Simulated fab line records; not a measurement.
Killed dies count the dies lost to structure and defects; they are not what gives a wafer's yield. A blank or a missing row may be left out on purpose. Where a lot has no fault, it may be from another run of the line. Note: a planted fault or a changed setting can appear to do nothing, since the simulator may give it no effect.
Which of the tools did it? ; flow n5-finfet ; 10 lots with 27 wafers sampled at 3 steps, on a route of 1938 steps

WHAT EACH GAUGE READ, for each wafer
N5_STI_FIN_REVEAL_CD_MEAS_22: target cd 6.238 nm, pitch 28 nm. Usual: cd-nm at 6.26 nm, with a standard deviation of 0.28.
lot;measured;on;cd-nm (nm);flag
L614;day 2 19:25;cd-sem-02;6.47 6.24 6.07;
L615;day 3 01:29;cd-sem-03;5.84 6.24 6.15;
L624;day 5 08:32;cd-sem-03;6.22 6.74 6.57;
L627;day 6 00:18;cd-sem-01;6.54 6.36 6.39;
L628;day 6 06:55;cd-sem-01;6.50 6.52 6.32;
L629;day 6 13:02;cd-sem-01;6.38 6.20;
L631;day 7 05:02;cd-sem-01;6.94 6.56 5.84;
L632;day 7 10:44;cd-sem-01;6.51 6.38;
L633;day 7 15:34;cd-sem-01;6.18 6.35 6.49;
L635;day 8 02:10;cd-sem-02;6.20 5.99;

WHAT TOOL EACH LOT RAN ON (gives the tool, then ch and the chambers of the sampled wafers, and finally the start)
lot;N5_FIN_CUT_CUT_ETCH_15;N5_STI_FIN_REVEAL_STRIP_24
L614;rie-si-04 ch 0,2,3, day 2 10:22;rie-diel-06 ch 1,2,3, day 2 16:27
L615;rie-si-04 ch 0,2,3, day 2 15:51;rie-diel-01 ch 0,2,3, day 2 22:18
L624;rie-si-02 ch 1,3, day 4 23:17;rie-diel-01 ch 1, day 5 05:33
L627;rie-si-01 ch 1,2,3, day 5 15:26;rie-diel-06 ch 0,1,2, day 5 21:25
L628;rie-si-04 ch 0,3, day 5 21:58;rie-diel-01 ch 1,2, day 6 03:59
L629;rie-si-04 ch 1,3, day 6 04:08;rie-diel-01 ch 0,3, day 6 10:08
L631;rie-si-04 ch 0,1, day 6 19:59;rie-diel-05 ch 0,2, day 7 02:08
L632;rie-si-01 ch 2,3, day 7 01:37;rie-diel-01 ch 0,1, day 7 07:50
L633;rie-si-04 ch 2,3, day 7 06:35;rie-diel-01 ch 1,2, day 7 12:40
L635;rie-si-04 ch 2,3, day 7 16:57;rie-diel-05 ch 0,2, day 7 23:17
- N5_FIN_CUT_CUT_ETCH_15: etches Si in HBr/Cl2/O2, target depth 100 nm, bt time 10 s, time 42.4 s.
- N5_STI_FIN_REVEAL_STRIP_24: strips in N2/H2, time 90 s.

AS READ BY THE TOOLS THEMSELVES (means over the sampled wafers that have a number; for cases with no such wafer, the mark the record gives instead)
N5_FIN_CUT_CUT_ETCH_15. Usual: chamber-pressure-mTorr 9.999 mTorr, standard deviation 0.009; drypump-motor-current-A 5.9 A, standard deviation 0.38; oes_o_777_au 1.01 a.u., standard deviation 0.047; oes-product-au 0.993 a.u., standard deviation 0.017; throttle-valve-pct 37.0 %, standard deviation 0.3.
lot;tool;chamber-pressure-mTorr (mTorr);drypump-motor-current-A (A);oes_o_777_au (a.u.);oes-product-au (a.u.);throttle-valve-pct (%);flag
L614;rie-si-04;9.994;5.9;1.01;0.981;37.1;
L615;rie-si-04;9.996;5.9;1.01;0.980;37.1;
L624;rie-si-02;9.995;6.1;1.05;0.996;36.7;
L627;rie-si-01;10.001;6.0;0.96;0.988;37.4;
L628;rie-si-04;9.996;5.9;1.02;0.984;36.8;
L629;rie-si-04;9.995;6.2;1.00;0.994;36.9;
L631;rie-si-04;10.004;6.3;0.94;0.989;37.1;
L632;rie-si-01;10.004;6.3;1.00;1.004;37.4;
L633;rie-si-04;10.009;5.9;1.04;0.982;36.9;
L635;rie-si-04;10.009;5.9;1.04;0.986;37.0;

N5_STI_FIN_REVEAL_STRIP_24. Usual: bias-power-w 3.000 W, standard deviation 0.0084; chamber-pressure-mTorr 100.00 mTorr, standard deviation 0.097; drypump-motor-current-A 5.7 A, standard deviation 0.42; h2-flow-sccm 300.0 sccm, standard deviation 0.85; oes-product-au 0.82 a.u., standard deviation 0.098; rf-vpp-V 45.3 V, standard deviation 0.84; showerhead-plenum-p-Torr 3.42 Torr, standard deviation 0.1; throttle-valve-pct 12.14 %, standard deviation 0.24.
lot;tool;bias-power-w (W);chamber-pressure-mTorr (mTorr);drypump-motor-current-A (A);h2-flow-sccm (sccm);oes-product-au (a.u.);rf-vpp-V (V);showerhead-plenum-p-Torr (Torr);throttle-valve-pct (%);flag
L614;rie-diel-06;3.002;100.04;5.5;300.0;0.81;44.7;3.43;12.19;
L615;rie-diel-01;3.005;100.00;5.3;300.3;0.79;45.3;3.47;12.20;
L624;rie-diel-01;2.996;99.95;6.1;298.9;0.89;45.1;3.40;11.98;
L627;rie-diel-06;2.993;100.07;5.6;299.6;0.79;45.6;3.39;12.24;
L628;rie-diel-01;2.995;99.99;5.3;300.0;0.94;45.5;3.44;11.89;
L629;rie-diel-01;2.994;100.07;5.5;301.9;0.80;46.7;3.45;12.17;
L631;rie-diel-05;2.995;100.04;5.8;299.3;0.86;44.8;3.35;12.02;
L632;rie-diel-01;3.003;99.94;5.8;299.2;0.86;44.5;3.40;11.99;
L633;rie-diel-01;3.004;100.02;5.7;300.2;0.88;45.6;3.41;11.99;
L635;rie-diel-05;3.000;100.00;5.8;300.5;0.84;45.2;3.36;12.02;

THE ANSWER, worked out from the rows above alone
Rule: a lot counts as off when the mean over its wafers that have a number is more than 3 standard deviations away from the usual mean. A lot without any number at a reading at which 4 lots or more have one is off too. The other lots that the step has rows for count as sound. First the gauges in route order, then the tools' own readings, where a lot's mean is used as printed above. The first step at which some lot is off is used, and at that step the reading that is off furthest; a lot without a number counts as furthest.
Across all readings shown, no lot is off: no conclusion can be drawn from this.

WHAT THE SIMULATOR PUT IN
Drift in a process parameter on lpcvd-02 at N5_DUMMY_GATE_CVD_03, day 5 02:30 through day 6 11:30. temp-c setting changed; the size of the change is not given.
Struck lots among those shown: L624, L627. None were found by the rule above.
